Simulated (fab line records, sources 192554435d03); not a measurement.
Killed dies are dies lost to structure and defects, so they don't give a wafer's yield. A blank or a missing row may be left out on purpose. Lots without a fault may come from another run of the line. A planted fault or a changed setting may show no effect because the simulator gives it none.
fab line records | flow n5_finfet
record lots=7 wafers=19 last_day=19
route steps=1938 shown BEOL_M10@1488 BEOL_M15@1830
lots that met no fault: from a run of the same line without faults
start_h: hours from the record's first day to the start of the lot's first wafer shown | wait_h: hours since the lot's step before | " the same as in the row above | L1.1+2: a row that stands for several wafers | - no value, or no start given | * or withheld: withheld | < > ~ a bound
route shown NAME@n: a module of which the file shows steps, and the number in the route of the first | usual: mean/standard deviation of fault-free wafers | same: alike in all rows | chamber/n: place in a boat | sites: the reading at each site | _std_site: their standard deviation | _edge_site: outer sites' mean less inner sites' | radius_mm: how far each site lies from the wafer's centre | mask NAME#n: copy n | behind: the tool/chamber that last shaped the wafer | hold: why the lot was held/for how many hours/how that ended | device: the transistor (n, p or np) that didn't switch | end of line: the same wafers' tests at the end of the route | a step without rows: its recipe alone | killed: dies lost to structure and defects at the first sort, not the wafer's yield | map: a wafer's dies, x killed, . not, _ none there
set.NAME: the setting as run; set.NAME@STEP: as run at that earlier step | model.NAME: the simulator's own value behind a step, which no gauge read
steps of the route over a sample of lots; a table a step, a row a wafer
services: from which hour (start_h, from the record's first day; less than 0 if before it) a tool's chamber was out of use, for how many hours, and why
## steps
# step N5_BEOL_M10_ETCH_62
# recipe chemistry=N2/H2 target=SOC target_depth_a=1100 overetch_a=220 mask_material=SiARC temp_c=40 time_s=165 ion_energy_ev=200 pressure_mtorr=30 source_w=840 bias_w=150 n2_flow_sccm=200 h2_flow_sccm=200
# usual bias_w=150.0/0.47 drypump_motor_current_A=5.9/0.48 oes_product_au=0.69/0.074 rf_vpp_V=524.3/2.9 showerhead_plenum_p_Torr=2.56/0.11 throttle_valve_pct=17.8/0.36
# columns lot.wafer tool chamber start_h wait_h bias_w drypump_motor_current_A oes_product_au rf_hours_counter_h rf_vpp_V showerhead_plenum_p_Torr throttle_valve_pct
L279.1 rie_diel-03 2 261.09 0.0 149.9 5.3 0.63 157 518.8 2.43 17.5
L279.3 " 3 " " 149.7 6.5 0.60 237 526.2 2.62 18.0
L279.6 " 0 " " 149.7 5.7 0.85 - 528.5 2.74 17.6
L281.1 rie_diel-04 0 274.30 0.0 149.4 6.0 0.62 172 524.7 2.53 18.3
L281.4 " 3 " " 149.4 5.2 0.79 9 526.9 2.70 17.2
L281.5 " 2 " " 149.8 5.6 0.59 - 520.1 2.40 18.1
L286.1 rie_diel-04 1 319.80 0.0 149.6 6.4 0.71 63 524.5 2.59 17.6
L286.3 " 2 " " 150.0 5.6 0.59 240 519.5 2.40 18.2
L286.4 " 0 " " 149.4 6.0 0.60 192 524.5 2.53 18.4
L297.2 rie_diel-04 2 383.85 0.0 149.6 5.6 0.80 6 529.0 2.71 17.8
L297.6 " 2 " " 149.6 5.6 0.80 - 528.0 2.71 17.8
L296.2 rie_diel-04 2 387.11 0.0 150.5 5.6 0.80 8 527.8 2.71 17.8
L296.6 " 1 " " 149.5 6.4 0.68 - 523.5 2.58 17.7
L301.2 rie_diel-03 1 401.99 0.0 149.9 5.2 0.70 72 523.0 2.58 17.5
L301.4 " 0 " " 150.7 5.7 0.74 45 527.3 2.72 17.7
L301.5 " 3 " " 150.6 6.5 0.75 - 524.9 2.60 17.6
L302.2 rie_diel-03 3 408.59 0.0 149.2 6.5 0.75 29 524.1 2.60 17.6
L302.3 " 1 " " 150.5 5.2 0.71 74 525.6 2.58 17.6
L302.6 " 3 " " 149.5 6.5 0.74 - 525.2 2.60 17.6
# step N5_BEOL_M10_TRENCH_ETCH_37
# recipe chemistry=C4F6/O2 target_depth_a=1488.3 target=SiCOH_lowk time_s=48 ion_energy_ev=250 pressure_mtorr=30 source_w=345 bias_w=185 Ar_flow_sccm=300 C4F6_flow_sccm=10 O2_flow_sccm=10
# usual bias_w=185.0/0.51 drypump_motor_current_A=5.9/0.48 oes_product_au=0.80/0.089 rf_vpp_V=673/14 showerhead_plenum_p_Torr=2.85/0.12 throttle_valve_pct=20.9/0.33
# columns lot.wafer tool chamber start_h wait_h bias_w drypump_motor_current_A oes_product_au rf_hours_counter_h rf_vpp_V showerhead_plenum_p_Torr throttle_valve_pct
L279.1 rie_diel-01 0 262.37 - 184.5 6.4 0.69 222 651 2.94 21.3
L279.3 " 2 " " 185.0 6.5 0.73 181 663 2.71 21.3
L279.6 " 1 " " 185.3 5.8 0.86 - 671 2.76 20.9
L281.1 rie_diel-04 3 276.10 - 185.0 5.2 0.92 10 700 3.02 20.4
L281.4 " 1 " " 185.9 6.4 0.85 43 683 2.91 20.7
L281.5 " 2 " " 185.0 5.6 0.68 - 686 2.70 21.2
L286.1 rie_diel-04 3 321.52 - 184.6 5.2 0.88 28 699 3.02 20.5
L286.3 " 0 " " 185.1 6.0 0.70 192 661 2.83 21.5
L286.4 " 2 " " 184.7 5.6 0.68 240 687 2.69 21.2
L297.2 rie_diel-04 1 385.16 - 185.3 6.4 0.81 87 681 2.89 20.8
L297.6 " 2 " " 185.3 5.6 0.88 - 698 3.03 20.9
L296.2 rie_diel-04 0 390.39 - 184.7 6.0 0.69 216 661 2.82 21.5
L296.6 " 1 " " 185.2 6.4 0.73 - 682 2.88 20.7
L301.2 rie_diel-01 1 404.02 - 184.8 5.8 0.80 103 670 2.73 21.0
L301.4 " 0 " " 185.2 6.4 0.94 16 650 2.92 21.0
L301.5 " 1 " " 184.6 5.8 0.80 - 672 2.73 21.0
L302.2 rie_diel-03 2 411.03 - 185.7 5.3 0.69 210 670 2.71 20.7
L302.3 " 1 " " 185.2 5.2 0.82 75 668 2.88 20.6
L302.6 " 1 " " 184.8 5.2 0.81 - 668 2.88 20.6
# step N5_BEOL_M10_ETCH_41
# recipe chemistry=CH3F/O2 target=SiCN target_depth_a=426 taper_deg=2 time_s=86 ion_energy_ev=120 mask_material=TiN pressure_mtorr=30 source_w=395 bias_w=75 Ar_flow_sccm=150 CH3F_flow_sccm=30 O2_flow_sccm=20
# usual bias_w=75.00/0.21 drypump_motor_current_A=5.9/0.48 oes_product_au=0.80/0.088 rf_vpp_V=297.4/2 showerhead_plenum_p_Torr=2.00/0.084 throttle_valve_pct=16.3/0.33
# columns lot.wafer tool chamber start_h wait_h bias_w drypump_motor_current_A oes_product_au rf_hours_counter_h rf_vpp_V showerhead_plenum_p_Torr throttle_valve_pct
L279.1 rie_diel-01 3 - - 74.90 5.9 0.87 65 296.5 1.95 15.9
L279.3 " 1 " " 74.86 5.7 0.86 53 296.5 1.94 16.3
L279.6 " 0 " " 74.97 6.4 0.69 - 297.8 2.07 16.7
L281.1 rie_diel-04 3 - - 75.07 5.2 0.93 10 298.5 2.13 15.8
L281.4 " 1 " " 74.96 6.4 0.86 43 298.0 2.04 16.0
L281.5 " 2 " " 75.02 5.6 0.69 - 293.6 1.89 16.6
L286.1 rie_diel-04 3 - - 75.25 5.2 0.89 28 298.4 2.13 15.9
L286.3 " 0 " " 75.13 6.0 0.70 192 297.5 1.99 16.8
L286.4 " 2 " " 74.86 5.6 0.69 240 296.0 1.89 16.6
L297.2 rie_diel-04 1 - - 75.03 6.4 0.79 87 296.9 2.03 16.1
L297.6 " 2 " " 74.66 5.6 0.95 - 299.4 2.13 16.2
L296.2 rie_diel-04 0 - - 74.93 6.0 0.69 216 296.7 1.98 16.9
L296.6 " 1 " " 75.00 6.4 0.80 - 297.8 2.03 16.1
L301.2 rie_diel-01 1 - - 75.07 5.8 0.81 103 296.0 1.92 16.4
L301.4 " 0 " " 74.88 6.4 0.95 16 298.4 2.05 16.3
L301.5 " 1 " " 74.73 5.8 0.80 - 296.1 1.92 16.4
L302.2 rie_diel-03 2 - - 75.27 5.3 0.70 210 294.3 1.90 16.2
L302.3 " 1 " " 75.31 5.2 0.83 75 298.1 2.03 16.0
L302.6 " 1 " " 75.18 5.2 0.83 - 298.7 2.03 16.0
# step N5_BEOL_M10_OCD_MEAS_38
# usual trench_depth_nm=147.1/2.7
# columns lot.wafer tool chamber start_h wait_h trench_depth_nm
L279.1 ocd-02 - 262.55 - 143.3
L279.3 " - " " 145.1
L279.6 " - " " 149.5
L281.1 ocd-02 - 276.28 - 147.8
L281.4 " - " " 147.2
L281.5 " - " " 144.9
L286.1 ocd-02 - 321.71 - 147.3
L286.3 " - " " 144.0
L286.4 " - " " 146.4
L297.2 ocd-01 - 385.34 - 147.1
L297.6 " - " " 130.9
L296.2 ocd-02 - 390.57 - 141.9
L296.6 " - " " 127.3
L301.2 ocd-02 - 404.20 - 149.8
L301.4 " - " " 145.3
L301.5 " - " " 150.8
L302.2 ocd-01 - 411.21 - 143.3
L302.3 " - " " 144.8
L302.6 " - " " 144.1
# step N5_BEOL_M10_SPUTTER_48
# recipe material=Cu target_thk_a=120 temp_c=-20 bias_v=60 power_w=26000 chamber_pressure_pa=0.13 time_s=2
# usual throttle_valve_pct=29.9/1
# columns lot.wafer tool chamber start_h wait_h throttle_valve_pct
L279.1 pvd_sputter-02 - 265.20 0.1 30.0
L279.3 " - " " 31.8
L279.6 " - " " 29.6
L281.1 pvd_sputter-01 - 277.77 0.1 31.0
L281.4 " - " " 30.1
L281.5 " - " " 29.5
L286.1 pvd_sputter-01 - 323.41 0.3 27.8
L286.3 " - " " 29.5
L286.4 " - " " 31.2
L297.2 pvd_sputter-01 - 389.07 0.6 27.7
L297.6 " - " " 29.5
L296.2 pvd_sputter-03 - 392.10 0.1 30.6
L296.6 " - " " 30.6
L301.2 pvd_sputter-02 - 405.70 0.1 29.7
L301.4 " - " " 31.8
L301.5 " - " " 30.0
L302.2 pvd_sputter-02 - 412.80 0.1 30.6
L302.3 " - " " 31.4
L302.6 " - " " 29.8
# step N5_BEOL_M10_THK_MEAS_53
# recipe thk_meas_gauge=xrf reads=Cu_of_BEOL_M10_ECD_50
# usual M10_THK=137.6/2.9
# columns lot.wafer tool chamber start_h wait_h M10_THK[nm]
L279.1 film_metro-01 - 266.33 - 136.3
L279.3 " - " " 136.7
L279.6 " - " " 139.8
L281.1 film_metro-02 - 279.48 - 138.3
L281.4 " - " " 139.8
L281.5 " - " " 137.5
L286.1 film_metro-01 - 324.23 - 137.4
L286.3 " - " " 134.5
L286.4 " - " " 138.1
L297.2 film_metro-02 - 389.90 - 138.6
L297.6 " - " " 120.8
L296.2 film_metro-02 - 393.53 - 133.7
L296.6 " - " " 116.9
L301.2 film_metro-02 - 406.70 - 135.7
L301.4 " - " " 130.4
L301.5 " - " " 137.3
L302.2 film_metro-01 - 413.65 - 131.6
L302.3 " - " " 137.2
L302.6 " - " " 134.2
# step N5_BEOL_M10_RS_MEAS_57
# recipe thk_meas_gauge=four-point-probe reads=Cu_of_BEOL_M10_ECD_50+Co_of_BEOL_M10_CVD_75+TaN_of_BEOL_M10_ALD_74
# usual M10_RS=0.153/0.0035
# columns lot.wafer tool chamber start_h wait_h M10_RS[ohm/sq]
L279.1 film_metro-02 - 266.47 0.1 0.156
L279.3 " - " " 0.154
L279.6 " - " " 0.150
L281.1 film_metro-02 - 279.62 0.1 0.152
L281.4 " - " " 0.150
L281.5 " - " " 0.153
L286.1 film_metro-01 - 324.38 0.1 0.153
L286.3 " - " " 0.157
L286.4 " - " " 0.153
L297.2 film_metro-02 - 390.04 0.1 0.152
L297.6 " - " " 0.177
L296.2 film_metro-02 - 393.67 0.1 0.158
L296.6 " - " " 0.183
L301.2 film_metro-02 - 406.87 0.1 0.153
L301.4 " - " " 0.160
L301.5 " - " " 0.151
L302.2 film_metro-02 - 413.78 0.1 0.160
L302.3 " - " " 0.154
L302.6 " - " " 0.158
# step N5_BEOL_M15_RC_MEAS_101
# usual COMB_M10=1.5e-11/3.7e-12 COMB_M11=1.4e-11/3e-12 COMB_M12=6.2e-12/1.4e-12 COMB_M13=5e-12/1.1e-12 COMB_M14=3.6e-12/8.2e-13 COMB_M15=2.7e-12/7.1e-13 COMB_M5=3.9e-11/8.6e-12 COMB_M6=2.5e-11/5.7e-12 COMB_M7=2.6e-11/5.5e-12 COMB_M8=2.6e-11/5.4e-12 COMB_M9=1.43e-11/3e-12 SERP_M10=3.11/0.083 SERP_M10_max_site=3.20/0.089 SERP_M11=3.07/0.073 SERP_M11_max_site=3.15/0.078 SERP_M12=0.643/0.02 SERP_M13=0.310/0.0051 SERP_M14=0.163/0.0032 SERP_M14_max_site=0.164/0.0033 SERP_M5=38.7/1.9 SERP_M6=14.0/0.66 SERP_M7=13.8/0.55 SERP_M8=14.3/0.52 SERP_M9=3.05/0.079
# columns lot.wafer tool chamber start_h wait_h COMB_M10[S/m] COMB_M11[S/m] COMB_M12[S/m] COMB_M13[S/m] COMB_M14[S/m] COMB_M15[S/m] COMB_M5[S/m] COMB_M6[S/m] COMB_M7[S/m] COMB_M8[S/m] COMB_M9[S/m] SERP_M10[ohm/um] SERP_M10_max_site[ohm/um] SERP_M11[ohm/um] SERP_M11_max_site[ohm/um] SERP_M12[ohm/um] SERP_M13[ohm/um] SERP_M14[ohm/um] SERP_M14_max_site[ohm/um] SERP_M5[ohm/um] SERP_M6[ohm/um] SERP_M7[ohm/um] SERP_M8[ohm/um] SERP_M9[ohm/um]
L279.1 prober-01 0 294.16 0.0 1.6e-11 1.6e-11 5.8e-12 4.3e-12 3.2e-12 4e-12 2.8e-11 2.1e-11 2.9e-11 2.5e-11 1.55e-11 3.20 3.30 2.99 3.06 0.677 0.313 0.168 0.170 38.1 13.2 13.6 14.5 2.99
L279.3 " 0 " " 1.4e-11 1.3e-11 7.5e-12 6.7e-12 3.4e-12 3.8e-12 5.1e-11 2.4e-11 2.8e-11 3.7e-11 1.26e-11 3.13 3.20 3.03 3.08 0.666 0.305 0.168 0.170 41.3 13.6 13.7 14.4 2.95
L279.6 " 0 " " 2e-11 1.5e-11 8.4e-12 4.4e-12 3.2e-12 3.2e-12 4.4e-11 2.2e-11 2.3e-11 3.2e-11 1.46e-11 2.92 3.04 3.09 3.12 0.632 0.312 0.169 0.172 40.0 13.4 13.3 14.4 3.02
L281.1 prober-02 0 309.63 0.0 1.9e-11 1.3e-11 6.8e-12 3.8e-12 2.6e-12 1.7e-12 4.3e-11 2.4e-11 2.3e-11 1.9e-11 1.56e-11 3.10 3.12 3.14 3.18 0.664 0.313 0.161 0.164 42.7 12.9 13.0 13.9 2.96
L281.4 " 0 " " 1.4e-11 2.1e-11 6e-12 4.8e-12 3.6e-12 2.6e-12 2.4e-11 3.1e-11 2.5e-11 1.9e-11 2.12e-11 2.98 3.18 3.13 3.19 0.644 0.304 0.163 0.164 37.5 13.6 14.1 13.6 2.94
L281.5 " 0 " " 1.3e-11 1.9e-11 6.1e-12 5.7e-12 3e-12 1.8e-12 4e-11 2.1e-11 2.6e-11 3e-11 9.3e-12 3.05 3.14 3.03 3.12 0.662 0.303 0.169 0.170 39.9 13.3 13.2 14.6 2.87
L286.1 prober-02 0 362.17 0.0 1.6e-11 2.1e-11 6.8e-12 4.9e-12 3.4e-12 1.8e-12 2.5e-11 1.9e-11 2.6e-11 2.3e-11 1.21e-11 3.11 3.18 3.15 3.22 0.651 0.312 0.162 0.165 37.1 13.9 12.9 14.0 3.04
L286.3 " 0 " " 1.6e-11 1.8e-11 8e-12 5.4e-12 3.7e-12 1.8e-12 3.6e-11 1.8e-11 3e-11 2.5e-11 9.2e-12 3.24 3.34 3.17 3.20 0.604 0.315 0.164 0.165 37.8 13.8 13.5 14.9 3.02
L286.4 " 0 " " 1.3e-11 1.3e-11 7.1e-12 4.9e-12 4.6e-12 1.9e-12 3.2e-11 3.4e-11 2.3e-11 2.4e-11 1.18e-11 3.11 3.23 3.11 3.18 0.652 0.324 0.164 0.165 38.6 14.4 13.9 13.8 3.06
L297.2 prober-02 0 424.15 0.2 1e-11 1.7e-11 4.8e-12 3e-12 3.5e-12 3.2e-12 3.3e-11 1.8e-11 2.7e-11 2.2e-11 8.9e-12 3.10 3.25 3.10 3.22 0.644 0.303 0.160 0.162 38.2 14.4 13.5 14.4 3.04
L297.6 " 0 " " 1e-11 1.2e-11 4.5e-12 4.5e-12 3.1e-12 4.2e-12 4.1e-11 1.7e-11 2.7e-11 2.2e-11 1.19e-11 3.61 3.80 3.03 3.12 0.635 0.313 0.166 0.169 39.6 14.5 13.1 13.8 3.06
L296.2 prober-01 0 424.66 0.2 1.3e-11 1.2e-11 6.6e-12 5e-12 4.8e-12 2.9e-12 4.6e-11 2.8e-11 2.5e-11 3e-11 1.47e-11 3.21 3.30 2.96 3.11 0.653 0.311 0.163 0.166 38.2 14.3 12.8 13.9 3.15
L296.6 " 0 " " 1.6e-11 1.2e-11 6.3e-12 6.5e-12 4.3e-12 2.8e-12 3.4e-11 3.2e-11 2.2e-11 2.6e-11 1.04e-11 3.70 3.81 3.00 3.16 0.664 0.310 0.160 0.162 39.5 13.8 13.7 14.6 3.11
L301.2 prober-02 0 444.83 0.2 1.9e-11 1.4e-11 6.5e-12 4.1e-12 3.6e-12 2.5e-12 5.9e-11 1.4e-11 2.4e-11 2.9e-11 1.25e-11 3.11 3.17 3.09 3.15 0.617 0.317 0.160 0.162 36.5 14.7 13.9 14.5 3.04
L301.4 " 0 " " 1.4e-11 1.2e-11 4.1e-12 4.4e-12 3.7e-12 2.1e-12 5.8e-11 3.7e-11 3e-11 4.4e-11 1.39e-11 3.23 3.29 3.04 3.10 0.644 0.314 0.162 0.164 37.0 14.5 14.1 14.4 2.97
L301.5 " 0 " " 1.4e-11 1.7e-11 7.6e-12 3.1e-12 2.5e-12 2.1e-12 4.6e-11 4.1e-11 2.1e-11 3.3e-11 1.62e-11 3.07 3.11 2.97 3.20 0.652 0.314 0.159 0.160 36.5 14.8 14.0 14.3 2.96
L302.2 prober-02 0 446.93 0.2 1.3e-11 1.2e-11 4e-12 3.8e-12 3.8e-12 2.4e-12 3.6e-11 2.9e-11 3.2e-11 1.6e-11 2.12e-11 3.32 3.35 3.15 3.21 0.641 0.314 0.161 0.164 40.1 14.5 14.1 14.3 3.10
L302.3 " 0 " " 1.2e-11 1.5e-11 6.8e-12 5.1e-12 3.8e-12 2e-12 3.1e-11 3.6e-11 3.3e-11 2.4e-11 1.34e-11 3.11 3.18 3.09 3.15 0.654 0.306 0.164 0.165 42.1 13.8 13.7 14.1 3.01
L302.6 " 0 " " 1.6e-11 1.6e-11 5.4e-12 5.1e-12 2.9e-12 3e-12 2.7e-11 2.7e-11 2.9e-11 2.9e-11 1.34e-11 3.20 3.26 3.03 3.07 0.637 0.309 0.165 0.166 40.7 15.6 14.3 14.8 3.02
# sites SERP_M10 radius_mm=0,75,75,75,75,140,140,140,140
L279.1 3.29 3.30 3.22 3.23 3.20 3.15 3.03 3.12 3.12
L281.1 3.10 3.08 3.12 3.10 3.10 3.10 3.01 3.07 3.05
L286.1 3.18 3.15 3.15 3.18 3.11 3.03 3.02 3.02 3.04
L297.2 3.00 3.07 3.08 3.10 3.11 3.08 3.25 3.15 3.19
L296.2 3.21 3.23 3.30 3.24 3.23 3.16 3.14 3.18 3.19
L301.2 3.00 3.11 3.04 3.08 3.00 3.14 3.11 3.13 3.17
L302.2 3.34 3.32 3.32 3.35 3.34 3.23 3.24 3.19 3.23
## services
# columns tool chamber start_h hours kind
rie_diel-03 0 237.96 - clean
rie_diel-03 0 237.96 - consumable_replace:focus_ring
rie_diel-03 0 237.96 - consumable_replace:showerhead
rie_diel-03 0 237.96 22.2 scheduled_down
rie_diel-03 0 237.96 22.2 vent_cycle
rie_diel-01 1 242.72 9.3 repair
rie_diel-03 1 252.93 10.3 repair
rie_diel-04 2 296.24 7.2 repair
rie_diel-03 3 303.59 - clean
rie_diel-03 3 303.59 - consumable_replace:focus_ring
rie_diel-03 3 303.59 24.1 scheduled_down
rie_diel-03 3 303.59 24.1 vent_cycle
rie_diel-01 0 335.79 - clean
rie_diel-03 0 346.69 3.6 repair
rie_diel-04 2 349.27 - clean
rie_diel-04 2 349.27 - consumable_replace:focus_ring
rie_diel-04 2 349.27 - consumable_replace:showerhead
rie_diel-04 2 349.27 16.0 scheduled_down
rie_diel-04 2 349.27 16.0 vent_cycle
rie_diel-03 3 355.22 1.7 repair
rie_diel-03 0 357.58 3.6 repair
rie_diel-04 0 357.66 5.9 repair
rie_diel-03 - 374.21 0.7 repair
pvd_sputter-02 - 382.94 2.5 repair
## key
first_sign step=N5_BEOL_M10_OCD_MEAS_38 reading=trench_depth_nm direction=down sigmas=6.6 usual=147.1 struck=129.1
effect step=N5_BEOL_M10_THK_MEAS_53 reading=M10_THK direction=down sigmas=6.4 usual=137.6 struck=118.9
effect step=N5_BEOL_M10_RS_MEAS_57 reading=M10_RS direction=up sigmas=7.4 usual=0.153 struck=0.180
effect step=N5_BEOL_M15_RC_MEAS_101 reading=SERP_M10 direction=up sigmas=6.6 usual=3.11 struck=3.65
met_at N5_BEOL_M10_TRENCH_ETCH_37
struck_lots L296,L297
struck_wafers L296.6,L297.6
not_acting_at N5_BEOL_M10_ETCH_62,N5_BEOL_M10_ETCH_41,N5_BEOL_M10_SPUTTER_48
onset_between 321.52 385.16
fault kind=process_parameter_drift tool=rie_diel-04 chamber=- onset_h=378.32 steps=N5_BEOL_M10_TRENCH_ETCH_37 channel=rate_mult offset=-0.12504 shape=step end_h=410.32 scope=struck_wafers_only
